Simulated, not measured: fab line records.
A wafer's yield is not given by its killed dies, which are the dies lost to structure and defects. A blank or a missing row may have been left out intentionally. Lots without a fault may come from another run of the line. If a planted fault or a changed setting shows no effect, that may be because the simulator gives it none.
fab line records + flow nand_harc
record:
- lots: 6
- wafers: 16
- last_day: 24
route steps=1159 shown A_WL_FILL@817 END@1159
lots untouched by any fault: they come from a run of this same line in which no faults occurred
start_h: start of the lot's first displayed wafer, in hours after the record's first day + wait_h: time in hours since the lot's previous step + " unchanged from the row above + L1.1+2: a row that stands for several wafers + - no value present, or no start provided + * or withheld: withheld + < > ~ a bound
route shown NAME@n: names a module that has steps shown in the file, with the first one's number in the route + usual: average and standard deviation across the fault-free wafers + same: alike in all rows + chamber/n: place in a boat + sites: readings site by site + _std_site: how widely they spread, as a standard deviation + _edge_site: inner sites' mean taken away from outer sites' mean + radius_mm: how far each site lies from the wafer's centre + mask NAME#n: copy n + behind: the tool/chamber that last shaped the wafer + hold: what put the lot on hold/how long, in hours/how the hold closed + device: the n, p or np transistor that did not switch + end of line: tests run on the same wafers once the route is complete + a step given without rows: its recipe and nothing more + killed: the dies lost at the first sort to structure and to defects; this is not the yield of the wafer + map: per-die view of a wafer (x killed, . not killed, _ where there is no die)
set.NAME: the run value of the setting; set.NAME@STEP: its run value at that earlier step + model.NAME: the simulator's own value behind a step, which no gauge read
lots seen at some steps along the route; tables by step, rows by wafer
services: when a tool's chamber went out of use (start_h, in hours from the record's first day, below 0 if earlier), for how many hours, and the reason
== steps ==
step: NHARC_A_WL_FILL_STRIP_28
recipe:
- time_s: 1200
- temp_c: 72.5
- chemistry: post_etch_residue_remover
step: NHARC_A_WL_FILL_PRECLEAN_06
recipe:
- time_s: 300
- chemistry: DIW
step: NHARC_A_WL_FILL_SRD_07
step: NHARC_A_WL_FILL_ANNEAL_08
recipe:
- temp_c: 450
- time_s: 1800
step: NHARC_A_WL_FILL_ALD_10
recipe:
- target_thk_a: 500
- pulse_time_s: 10
- ald_cycles: 500
- temp_c: 300
- material: SiO2
usual:
- heater_power_w: 467/42
- precursor_pulse_height_rel: 0.996/0.02
| lot.wafer | tool      | chamber | start_h | wait_h | heater_power_w | precursor_pulse_height_rel | since_wet_clean_h |
|-----------|-----------|---------|---------|--------|----------------|----------------------------|-------------------|
| L656.2    | ald_hk-03 | 0       | 372.52  | 0.1    | 453            | 0.993                      | 41                |
| L656.3    | "         | 1       | "       | "      | 359            | 1.013                      | 41                |
| L656.1    | "         | 3       | 374.08  | 1.7    | 393            | 1.040                      | 43                |
| L661.4    | ald_hk-01 | 1       | 407.36  | 1.6    | 491            | 0.998                      | 168               |
| L661.5    | "         | 2       | "       | "      | 484            | 1.023                      | -                 |
| L661.6    | "         | 3       | "       | "      | 427            | 0.964                      | -                 |
| L668.2    | ald_hk-02 | 2       | 452.03  | 1.6    | 455            | 1.012                      | 161               |
| L670.4    | ald_hk-02 | 0       | 458.30  | 0.6    | 491            | 0.978                      | 167               |
| L670.1    | "         | 2       | 459.32  | 1.6    | 444            | 1.029                      | 168               |
| L670.5    | "         | 0       | 460.34  | 2.6    | 498            | 1.027                      | -                 |
| L671.3    | ald_hk-01 | 2       | 458.31  | 0.6    | 473            | 0.992                      | 40                |
| L671.1    | "         | 0       | 459.36  | 1.6    | 464            | 1.001                      | 41                |
| L671.6    | "         | 1       | "       | "      | 465            | 0.981                      | -                 |
| L672.3    | ald_hk-03 | 0       | 470.52  | 1.2    | 472            | 0.983                      | 139               |
| L672.2    | "         | 1       | "       | "      | 370            | 1.037                      | 139               |
| L672.6    | "         | 3       | 472.09  | 2.7    | 389            | 0.977                      | -                 |
step: NHARC_A_WL_FILL_ETCHBACK_16
recipe:
- target_depth_a: 880
- time_s: 17.6
- c4f8_flow_sccm: withheld
- o2_flow_sccm: 8
- ar_flow_sccm: withheld
- rf_w: 600
- bias_w: 800
- chemistry: C4F8/O2/Ar
usual:
- oes_product_au: 0.977/0.027
- rf_vpp_V: 721/4.6
| lot.wafer | tool        | chamber | start_h | wait_h | oes_product_au | rf_hours_counter_h | rf_vpp_V |
|-----------|-------------|---------|---------|--------|----------------|--------------------|----------|
| L656.1    | rie_diel-01 | 1       | -       | -      | 0.943          | 1.6                | 717      |
| L656.2    | "           | 3       | "       | "      | 0.968          | 1.8                | 730      |
| L656.3    | "           | 0       | "       | "      | 0.960          | 1.7                | 718      |
| L661.4    | rie_diel-01 | 0       | -       | -      | 0.997          | 2.9                | 716      |
| L661.6    | "           | 0       | "       | "      | 0.986          | -                  | 717      |
| L661.5    | "           | 1       | "       | "      | 0.999          | -                  | 718      |
| L668.2    | rie_diel-01 | 2       | -       | -      | 0.925          | 4.7                | 716      |
| L670.1    | rie_diel-01 | 0       | -       | -      | 0.920          | 5.5                | 716      |
| L670.4    | "           | 2       | "       | "      | 0.913          | 5.2                | 716      |
| L670.5    | "           | 3       | "       | "      | 0.925          | -                  | 729      |
| L671.3    | rie_diel-07 | 0       | -       | -      | 0.984          | 1.1                | 719      |
| L671.1    | "           | 3       | "       | "      | 1.005          | 1.3                | 718      |
| L671.6    | "           | 1       | "       | "      | 0.984          | -                  | 719      |
| L672.2    | rie_diel-07 | 1       | -       | -      | 0.991          | 1.5                | 718      |
| L672.3    | "           | 2       | "       | "      | 0.981          | 1.6                | 726      |
| L672.6    | "           | 2       | "       | "      | 0.989          | -                  | 727      |
step: NHARC_A_WL_FILL_STRIP_29
recipe:
- time_s: 20
- o2_flow_sccm: 500
- ar_flow_sccm: 0
- bias_w: 0
- chemistry: O2
usual:
- drypump_motor_current_A: 5.9/0.46
- oes_product_au: 0.996/0.0088
- rf_vpp_V: 57.6/0.91
- showerhead_plenum_p_Torr: 3.44/0.15
- throttle_valve_pct: 17.036/0.0081
| lot.wafer | tool        | chamber | start_h | wait_h | drypump_motor_current_A | oes_product_au | rf_hours_counter_h | rf_vpp_V | showerhead_plenum_p_Torr | throttle_valve_pct |
|-----------|-------------|---------|---------|--------|-------------------------|----------------|--------------------|----------|--------------------------|--------------------|
| L656.3    | rie_diel-01 | 0       | 377.27  | 0.1    | 5.3                     | 1.003          | 1.8                | 56.4     | 3.33                     | 17.039             |
| L656.1    | "           | 1       | "       | "      | 6.3                     | 1.014          | 1.6                | 57.0     | 3.33                     | 17.030             |
| L656.2    | "           | 3       | "       | "      | 5.6                     | 1.001          | 1.8                | 57.2     | 3.72                     | 17.014             |
| L661.4    | rie_diel-01 | 1       | 410.59  | 0.1    | 6.3                     | 0.999          | 2.7                | 57.5     | 3.33                     | 17.033             |
| L661.5    | "           | 2       | "       | "      | 6.1                     | 0.999          | -                  | 58.2     | 3.30                     | 17.024             |
| L661.6    | "           | 3       | "       | "      | 5.6                     | 0.994          | -                  | 59.2     | 3.71                     | 17.021             |
| L668.2    | rie_diel-01 | 3       | 455.21  | 0.1    | 5.6                     | 0.989          | 5.2                | 59.0     | 3.71                     | 17.037             |
| L670.1    | rie_diel-01 | 0       | 462.49  | 0.1    | 5.3                     | 0.991          | 5.5                | 57.4     | 3.33                     | 17.047             |
| L670.4    | "           | 2       | "       | "      | 6.1                     | 0.997          | 5.2                | 58.0     | 3.30                     | 17.030             |
| L670.5    | "           | 1       | "       | "      | 6.3                     | 0.998          | -                  | 56.9     | 3.33                     | 17.049             |
| L671.3    | rie_diel-07 | 3       | 462.57  | 0.1    | 6.0                     | 0.997          | 1.3                | 57.1     | 3.35                     | 17.029             |
| L671.1    | "           | 1       | "       | "      | 6.6                     | 0.979          | 1.2                | 56.5     | 3.38                     | 17.038             |
| L671.6    | "           | 0       | "       | "      | 5.5                     | 0.980          | -                  | 57.1     | 3.32                     | 17.031             |
| L672.2    | rie_diel-07 | 1       | 474.25  | 0.1    | 6.6                     | 0.981          | 1.5                | 57.9     | 3.38                     | 17.035             |
| L672.3    | "           | 0       | "       | "      | 5.5                     | 0.984          | 1.5                | 56.9     | 3.32                     | 17.051             |
| L672.6    | "           | 2       | "       | "      | 5.7                     | 0.995          | -                  | 56.8     | 3.67                     | 17.041             |
step: NHARC_A_WL_FILL_ETCHBACK_17
recipe:
- target_depth_a: 40
- time_s: 26.7
- chemistry: Cl2/BCl3
usual:
- drypump_motor_current_A: 5.4/0.52
- oes_product_au: 0.999/0.0082
| lot.wafer | tool         | chamber | start_h | wait_h | drypump_motor_current_A | oes_product_au | rf_hours_counter_h |
|-----------|--------------|---------|---------|--------|-------------------------|----------------|--------------------|
| L656.1    | rie_metal-03 | 0       | 377.35  | -      | 4.9                     | 0.997          | 2.8                |
| L656.2    | "            | 1       | "       | "      | 5.9                     | 0.984          | 2.8                |
| L656.3    | "            | 1       | "       | "      | 5.9                     | 0.997          | -                  |
| L661.4    | rie_metal-01 | 0       | 410.70  | -      | 5.9                     | 1.006          | -                  |
| L661.5    | "            | 0       | "       | "      | 5.9                     | 1.012          | -                  |
| L661.6    | "            | 1       | "       | "      | 6.2                     | 1.003          | -                  |
| L668.2    | rie_metal-02 | 1       | 455.29  | -      | 4.9                     | 0.996          | 1.9                |
| L670.1    | rie_metal-03 | 1       | 462.57  | -      | 5.9                     | 1.009          | 0                  |
| L670.4    | "            | 1       | "       | "      | 5.9                     | 0.999          | -                  |
| L670.5    | "            | 0       | "       | "      | 4.9                     | 1.010          | -                  |
| L671.1    | rie_metal-02 | 1       | 462.68  | -      | 4.9                     | 1.006          | 2.1                |
| L671.3    | "            | 0       | "       | "      | 4.9                     | 0.991          | -                  |
| L671.6    | "            | 0       | "       | "      | 4.9                     | 0.993          | -                  |
| L672.2    | rie_metal-01 | 1       | 474.34  | -      | 6.2                     | 1.001          | 4.0                |
| L672.3    | "            | 1       | "       | "      | 6.1                     | 0.990          | -                  |
| L672.6    | "            | 0       | "       | "      | 5.9                     | 1.017          | -                  |
step: NHARC_A_WL_FILL_PRECLEAN_18
recipe:
- time_s: 30
- chemistry: dHF
step: NHARC_A_WL_FILL_SRD_21
step: NHARC_A_WL_FILL_CVD_23
recipe:
- target_thk_a: 400
- temp_c: 620
- pressure_mtorr: 200
- time_s: 800
- material: poly-Si
step: NHARC_A_WL_FILL_ETCHBACK_26
recipe:
- target_depth_a: 520
- time_s: 13.3
- hbr_flow_sccm: 150
- rf_w: 350
- icp_w: 350
- bias_w: 60
- chemistry: HBr
usual:
- drypump_motor_current_A: 5.8/0.58
- hbr_flow_sccm: 150.0/0.47
- oes_product_au: 1.003/0.0099
- throttle_valve_pct: 23.267/0.0082
| lot.wafer | tool      | chamber | start_h | wait_h | drypump_motor_current_A | hbr_flow_sccm | oes_product_au | rf_hours_counter_h | throttle_valve_pct |
|-----------|-----------|---------|---------|--------|-------------------------|---------------|----------------|--------------------|--------------------|
| L656.1    | rie_si-05 | 2       | 382.50  | 0.4    | 5.4                     | 149.6         | 0.996          | 1.1                | 23.265             |
| L656.2    | "         | 0       | "       | "      | 6.4                     | 150.3         | 1.017          | 0.6                | 23.260             |
| L656.3    | "         | 1       | "       | "      | 6.6                     | 150.4         | 0.999          | 1.1                | 23.264             |
| L661.4    | rie_si-04 | 2       | 415.69  | 0.4    | 5.8                     | 149.5         | 1.013          | 0.9                | 23.271             |
| L661.6    | "         | 0       | "       | "      | 6.1                     | 149.8         | 1.014          | -                  | 23.263             |
| L661.5    | "         | 1       | "       | "      | 5.5                     | 149.6         | 0.996          | -                  | 23.264             |
| L668.2    | rie_si-05 | 0       | 460.55  | 0.4    | 6.4                     | 150.6         | 0.786          | 0.3                | 23.256             |
| L670.4    | rie_si-05 | 0       | 467.66  | 0.4    | 6.4                     | 150.1         | 0.798          | 0.3                | 23.266             |
| L670.1    | "         | 1       | "       | "      | 6.6                     | 150.0         | 1.007          | 0.3                | 23.269             |
| L670.5    | "         | 3       | "       | "      | 6.2                     | 150.7         | 1.016          | -                  | 23.262             |
| L671.1    | rie_si-04 | 3       | 467.66  | 0.4    | 4.8                     | 150.1         | 1.006          | 0.0                | 23.264             |
| L671.3    | "         | 0       | "       | "      | 6.1                     | 150.2         | 1.011          | 0.0                | 23.272             |
| L671.6    | "         | 2       | "       | "      | 5.8                     | 149.9         | 1.009          | -                  | 23.274             |
| L672.2    | rie_si-01 | 1       | 479.39  | 0.4    | 5.3                     | 150.8         | 0.982          | 1.2                | 23.266             |
| L672.3    | "         | 3       | "       | "      | 5.2                     | 150.8         | 0.991          | 1.3                | 23.277             |
| L672.6    | "         | 2       | "       | "      | 6.6                     | 150.1         | 1.002          | -                  | 23.249             |
step: NHARC_A_WL_FILL_PRECLEAN_30
recipe:
- time_s: 10
- chemistry: dHF
step: NHARC_END_SORT_01
recipe:
- temp_c: 25
usual:
- killed_at_array: 27/8.8
- killed_at_other: 0.4/0.82
- killed_at_periphery: 3.1/2.1
- killed_dies: 31/8.8
- killed_open: 3.3/2
- killed_short: 2.0/1.4
same:
- gross_dies: 677
| lot.wafer | tool      | chamber | start_h | wait_h | killed_at_array | killed_at_other | killed_at_periphery | killed_dies | killed_open | killed_short |
|-----------|-----------|---------|---------|--------|-----------------|-----------------|---------------------|-------------|-------------|--------------|
| L670.4    | prober-01 | 0       | 556.27  | 3.4    | 32              | 0               | 5                   | 37          | 2           | 2            |
killed by level:class
L670.4 A_SLIT:chamber_film_flake=13 A_CHANNEL_HOLE_D1:chamber_film_flake=5 A_CONTACT:chamber_film_flake=4 P_M1:chamber_film_flake=3 A_STAIRCASE:chamber_film_flake=3 A_WL_FILL:chamber_film_flake=3 P_M2:geometric_particle:open=1 A_ONON_D1:geometric_particle:short=1
== services ==
| tool         | chamber | start_h | hours | kind   |
|--------------|---------|---------|-------|--------|
| rie_diel-01  | 0       | 372.82  | -     | clean  |
| rie_diel-01  | 1       | 372.82  | -     | clean  |
| rie_diel-01  | 2       | 372.82  | -     | clean  |
| rie_diel-01  | 3       | 372.82  | -     | clean  |
| rie_metal-02 | -       | 388.00  | 9.0   | pm     |
| rie_diel-01  | 3       | 391.06  | 2.8   | repair |
| rie_diel-07  | 2       | 393.93  | 6.5   | repair |
| rie_diel-01  | 0       | 397.32  | -     | clean  |
| rie_diel-01  | 1       | 397.32  | -     | clean  |
| rie_diel-01  | 2       | 397.32  | -     | clean  |
| rie_diel-01  | 3       | 397.32  | -     | clean  |
| rie_si-01    | 0       | 401.57  | 2.1   | repair |
| rie_diel-07  | -       | 405.20  | 9.0   | pm     |
| rie_si-05    | -       | 416.00  | 9.0   | pm     |
| rie_diel-01  | 0       | 421.82  | -     | clean  |
| rie_diel-01  | 1       | 421.82  | -     | clean  |
| rie_diel-01  | 2       | 421.82  | -     | clean  |
| rie_diel-01  | 3       | 421.82  | -     | clean  |
| rie_diel-01  | 0       | 446.32  | -     | clean  |
| rie_metal-03 | -       | 453.00  | 9.0   | pm     |
| rie_si-04    | -       | 453.00  | 9.0   | pm     |
| rie_metal-02 | -       | 466.17  | 0.7   | repair |
| rie_si-05    | 1       | 470.38  | 4.6   | repair |
| rie_si-04    | -       | 475.26  | 0.6   | repair |
== key ==
first_sign:
- step: NHARC_A_WL_FILL_ETCHBACK_26
- reading: oes_product_au
- direction: down
- sigmas: 21
- usual: 1.003
- struck: 0.792
effect none on later readings
met_at NHARC_A_WL_FILL_ETCHBACK_26
struck_wafers L668.2,L670.4
rows_end L668.2
tester_left_out L670
onset_between 382.50 460.55
fault:
- kind: process_parameter_drift
- tool: rie_si-05
- chamber: 0
- onset_h: 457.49
- steps: NHARC_A_WL_FILL_ETCHBACK_26
- channel: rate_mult
- offset: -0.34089
- shape: step
tester_left_out: of these lots the tester's yield and bins aren't shown, on N5 and GAA mostly nor the transistor test; their killed dies are dies lost to structure and defects alone, not to doping, threshold or leakage, so they don't give the yield
rows_end: these wafers met a further fault down the route, and their rows from its step on are left out
